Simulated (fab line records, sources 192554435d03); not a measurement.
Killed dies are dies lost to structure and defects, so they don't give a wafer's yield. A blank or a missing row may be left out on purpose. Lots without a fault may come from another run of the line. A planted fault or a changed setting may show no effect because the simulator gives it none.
Which tool did it? | flow n5_finfet | 10 lots, 28 wafers sampled, at 5 steps of a route of 1938

WHAT THE GAUGES READ, wafer by wafer
N5_BEOL_M0_SAQP_CD_MEAS_29: target cd 14.4 nm. Usual: cd_nm 14.95 nm, standard deviation 0.21.
lot  | measured     | on        | cd_nm (nm)        | flag
L744 | day 6 02:55  | cd_sem-03 | 14.82 14.67 14.96 |
L745 | day 6 17:14  | cd_sem-02 | 14.65 14.97       |
L750 | day 7 19:47  | cd_sem-03 | 14.64 14.92 14.70 |
L751 | day 7 22:50  | cd_sem-03 | 14.67 15.23 15.22 |
L752 | day 8 02:10  | cd_sem-01 | 15.11 14.98 15.14 |
L753 | day 8 09:02  | cd_sem-03 | 15.16 15.05       |
L760 | day 10 01:51 | cd_sem-02 | 15.03 15.05 14.88 |
L761 | day 10 10:05 | cd_sem-02 | 14.84 14.44 14.56 |
L762 | day 10 14:01 | cd_sem-02 | 15.20 15.05 15.09 |
L764 | day 11 03:01 | cd_sem-01 | 14.94 14.84 14.90 |

N5_BEOL_M4_RC_MEAS_101. Usual: DIBL_N 36.0 mV/V, standard deviation 1.6; DIBL_P 35.8 mV/V, standard deviation 2; IOFF_N 0.152 nA/um, standard deviation 0.03; IOFF_P 0.20 nA/um, standard deviation 0.031; ION_N 670 uA/um, standard deviation 12; ION_P 459 uA/um, standard deviation 7.4; SS_N 71.5 mV/dec, standard deviation 0.56; SS_P 73.2 mV/dec, standard deviation 0.64; VT_N 251 mV, standard deviation 3.5; VT_P -252 mV, standard deviation 3.3.
lot  | measured     | on        | DIBL_N (mV/V)  | DIBL_P (mV/V)  | IOFF_N (nA/um)    | IOFF_P (nA/um) | ION_N (uA/um) | ION_P (uA/um) | SS_N (mV/dec)  | SS_P (mV/dec)  | VT_N (mV)   | VT_P (mV)      | flag
L744 | day 9 13:56  | prober-02 | 37.0 35.3 35.9 | 37.4 34.5 34.9 | 0.162 0.136 0.135 | 0.21 0.17 0.18 | 683 675 659   | 468 464 451   | 70.9 71.0 70.8 | 74.1 72.6 73.1 | 248 249 252 | -250 -253 -255 |
L745 | day 9 22:49  | prober-01 | 36.7 35.8      | 37.3 35.5      | 0.176 0.165       | 0.21 0.19      | 670 667       | 452 456       | 71.8 71.8      | 73.2 73.5      | 251 247     | -251 -254      |
L753 | day 12 11:36 | prober-01 | 36.2 37.3      | 35.1 37.2      | 0.121 0.154       | 0.17 0.21      | 644 669       | 446 456       | 71.9 72.3      | 72.7 73.1      | 260 253     | -257 -252      |
L760 | day 13 06:11 | prober-02 | 35.6 35.3 36.1 | 35.8 35.7 35.7 | 0.151 0.146 0.150 | 0.20 0.20 0.20 | 687 674 673   | 469 461 459   | 71.3 70.9 71.2 | 73.7 73.4 72.6 | 250 248 249 | -250 -251 -249 |
L761 | day 14 05:24 | prober-02 | 35.8 33.6 34.9 | 34.9 31.3 33.4 | 0.155 0.109 0.135 | 0.19 0.14 0.17 | 680 653 674   | 462 449 463   | 71.8 71.5 71.9 | 72.8 73.0 72.8 | 249 257 250 | -252 -256 -253 |
L762 | day 14 16:58 | prober-02 | 35.5 36.1 35.4 | 33.7 34.1 33.8 | 0.136 0.144 0.135 | 0.21 0.21 0.20 | 674 661 664   | 473 459 459   | 70.9 71.4 71.3 | 72.8 73.5 73.4 | 254 251 251 | -250 -246 -247 |
L764 | day 15 06:46 | prober-01 | 35.3 35.7 37.0 | 36.1 36.1 37.1 | 0.156 0.171 0.177 | 0.23 0.22 0.23 | 681 677 676   | 467 468 465   | 71.0 71.2 71.9 | 73.7 74.0 74.4 | 248 249 251 | -249 -250 -250 |

WHICH TOOL RAN EACH LOT (tool, then ch and the chambers of the sampled wafers, then the start)
lot  | N5_BEOL_M0_SAQP_ETCH_106           | N5_BEOL_M0_SAQP_STRIP_108          | N5_BEOL_M0_SAQP_SPACER2_ALD_26
L744 | rie_diel-03 ch 0,1,3, day 6 01:38  | rie_diel-03 ch 0,1,3, day 6 01:44  | ald_sin-02 ch 0,2,3, day 6 02:10
L745 | rie_diel-01 ch 0,1, day 6 15:57    | rie_diel-01 ch 0,1, day 6 16:03    | ald_sin-02 ch 0,3, day 6 16:28
L750 | rie_diel-04 ch 0,1,2, day 7 18:44  | rie_diel-04 ch 0,1,2, day 7 18:50  | ald_sin-03 ch 2,3, day 7 19:03
L751 | rie_diel-01 ch 1,2,3, day 7 21:47  | rie_diel-01 ch 1,2,3, day 7 21:53  | ald_sin-02 ch 0,2,3, day 7 22:06
L752 | rie_diel-03 ch 0,1, day 8 00:55    | rie_diel-03 ch 0,1, day 8 01:01    | ald_sin-03 ch 0,1,3, day 8 01:13
L753 | rie_diel-04 ch 1,3, day 8 07:59    | rie_diel-04 ch 1,3, day 8 08:05    | ald_sin-02 ch 0, day 8 08:17
L760 | rie_diel-01 ch 0,1,3, day 10 00:42 | rie_diel-01 ch 0,1,3, day 10 00:48 | ald_sin-02 ch 0,1,2, day 10 01:06
L761 | rie_diel-04 ch 0,2,3, day 10 08:59 | rie_diel-04 ch 0,2,3, day 10 09:05 | ald_sin-02 ch 0,1,3, day 10 09:18
L762 | rie_diel-03 ch 0,2, day 10 12:57   | rie_diel-03 ch 0,2, day 10 13:03   | ald_sin-02 ch 0,1,2, day 10 13:16
L764 | rie_diel-01 ch 0,1,2, day 11 01:58 | rie_diel-01 ch 0,1,2, day 11 02:04 | ald_sin-02 ch 0,1,2, day 11 02:17
- N5_BEOL_M0_SAQP_ETCH_106: etches SOC in N2/H2, stops on SiNx, target depth 150 nm.
- N5_BEOL_M0_SAQP_STRIP_108: strips in N2/H2.
- N5_BEOL_M0_SAQP_SPACER2_ALD_26: deposits SiO2, target thk 15 nm, pulse time 1 s, purge time 2 s.

WHAT THE TOOLS THEMSELVES READ (means of the sampled wafers that have a number; where no wafer has one, the mark that the record gives instead)
N5_BEOL_M0_SAQP_ETCH_106. Usual: drypump_motor_current_A 5.8 A, standard deviation 0.5; oes_product_au 0.75 a.u., standard deviation 0.064; rf_vpp_V 240.8 V, standard deviation 1.3; showerhead_plenum_p_Torr 2.56 Torr, standard deviation 0.077; throttle_valve_pct 17.95 %, standard deviation 0.26.
lot  | tool        | drypump_motor_current_A (A) | oes_product_au (a.u.) | rf_vpp_V (V) | showerhead_plenum_p_Torr (Torr) | throttle_valve_pct (%) | flag
L744 | rie_diel-03 | 5.8                         | 0.78                  | 240.4        | 2.56                            | 17.93                  |
L745 | rie_diel-01 | 6.2                         | 0.69                  | 239.8        | 2.48                            | 17.92                  |
L750 | rie_diel-04 | 5.8                         | 0.72                  | 239.6        | 2.54                            | 18.05                  |
L751 | rie_diel-01 | 6.1                         | 0.74                  | 240.6        | 2.58                            | 17.94                  |
L752 | rie_diel-03 | 5.7                         | 0.72                  | 241.6        | 2.61                            | 18.06                  |
L753 | rie_diel-04 | 6.0                         | 0.76                  | 240.8        | 2.50                            | 18.20                  |
L760 | rie_diel-01 | 6.2                         | 0.78                  | 240.1        | 2.53                            | 17.74                  |
L761 | rie_diel-04 | 5.7                         | 0.77                  | 240.7        | 2.56                            | 17.82                  |
L762 | rie_diel-03 | 4.9                         | 0.72                  | 241.0        | 2.58                            | 18.22                  |
L764 | rie_diel-01 | 6.0                         | 0.78                  | 241.0        | 2.52                            | 17.83                  |

N5_BEOL_M0_SAQP_STRIP_108. Usual: bias_power_w 28.01 W, standard deviation 0.089; chamber_pressure_mTorr 50.00 mTorr, standard deviation 0.043; drypump_motor_current_A 5.8 A, standard deviation 0.5; oes_product_au 0.76 a.u., standard deviation 0.065; rf_vpp_V 122.0 V, standard deviation 1.1; showerhead_plenum_p_Torr 3.39 Torr, standard deviation 0.097; throttle_valve_pct 19.0 %, standard deviation 0.41.
lot  | tool        | bias_power_w (W) | chamber_pressure_mTorr (mTorr) | drypump_motor_current_A (A) | oes_product_au (a.u.) | rf_vpp_V (V) | showerhead_plenum_p_Torr (Torr) | throttle_valve_pct (%) | flag
L744 | rie_diel-03 | 27.92            | 50.02                          | 5.8                         | 0.79                  | 121.5        | 3.38                            | 18.9                   |
L745 | rie_diel-01 | 27.80            | 50.02                          | 6.2                         | 0.70                  | 121.2        | 3.28                            | 18.9                   |
L750 | rie_diel-04 | -                | -                              | -                           | -                     | -            | -                               | -                      | OFF
L751 | rie_diel-01 | -                | -                              | -                           | -                     | -            | -                               | -                      | OFF
L752 | rie_diel-03 | -                | -                              | -                           | -                     | -            | -                               | -                      | OFF
L753 | rie_diel-04 | 28.09            | 49.99                          | 6.0                         | 0.78                  | 120.2        | 3.31                            | 19.6                   |
L760 | rie_diel-01 | 27.99            | 50.00                          | 6.2                         | 0.79                  | 122.5        | 3.34                            | 18.8                   |
L761 | rie_diel-04 | 28.00            | 49.96                          | 5.7                         | 0.79                  | 121.9        | 3.38                            | 18.9                   |
L762 | rie_diel-03 | 27.96            | 50.00                          | 4.9                         | 0.73                  | 122.3        | 3.41                            | 19.2                   |
L764 | rie_diel-01 | 27.95            | 50.01                          | 6.0                         | 0.79                  | 121.5        | 3.33                            | 18.8                   |

N5_BEOL_M0_SAQP_SPACER2_ALD_26. Usual: chamber_pressure_Torr 1.999 Torr, standard deviation 0.0042; heater_power_w 484 W, standard deviation 42; precursor_pulse_height_rel 1.001, standard deviation 0.019.
lot  | tool       | chamber_pressure_Torr (Torr) | heater_power_w (W) | precursor_pulse_height_rel | flag
L744 | ald_sin-02 | 2.000                        | 495                | 0.994                      |
L745 | ald_sin-02 | 2.000                        | 480                | 1.002                      |
L750 | ald_sin-03 | 1.998                        | 478                | 1.007                      |
L751 | ald_sin-02 | 1.997                        | 495                | 1.007                      |
L752 | ald_sin-03 | 2.002                        | 476                | 0.999                      |
L753 | ald_sin-02 | 1.999                        | 434                | 1.000                      |
L760 | ald_sin-02 | 2.001                        | 491                | 1.006                      |
L761 | ald_sin-02 | 1.997                        | 509                | 0.987                      |
L762 | ald_sin-02 | 2.003                        | 486                | 0.998                      |
L764 | ald_sin-02 | 2.002                        | 485                | 1.018                      |

THE ANSWER, worked out from the rows above alone
Rule: a lot is off if the mean of its wafers that have a number lies more than 3 standard deviations from the usual mean. A lot without any number at a reading at which 4 lots or more have one is off too. The other lots that the step has rows for count as sound. The gauges are gone through in route order, then the tools' own readings, and for those a lot's mean is taken as printed above. The first step at which some lot is off is used, and at that step the reading that is off furthest; a lot without a number counts as furthest.
Off: L750, L751, L752, at N5_BEOL_M0_SAQP_STRIP_108 (bias_power_w). Without a number there: L750, L751, L752.
A tool fits if, at that step or a process step before it, it ran every lot that is off, and no sound lot after the first of them. None of those tried fits.

WHAT THE SIMULATOR HAD PUT IN
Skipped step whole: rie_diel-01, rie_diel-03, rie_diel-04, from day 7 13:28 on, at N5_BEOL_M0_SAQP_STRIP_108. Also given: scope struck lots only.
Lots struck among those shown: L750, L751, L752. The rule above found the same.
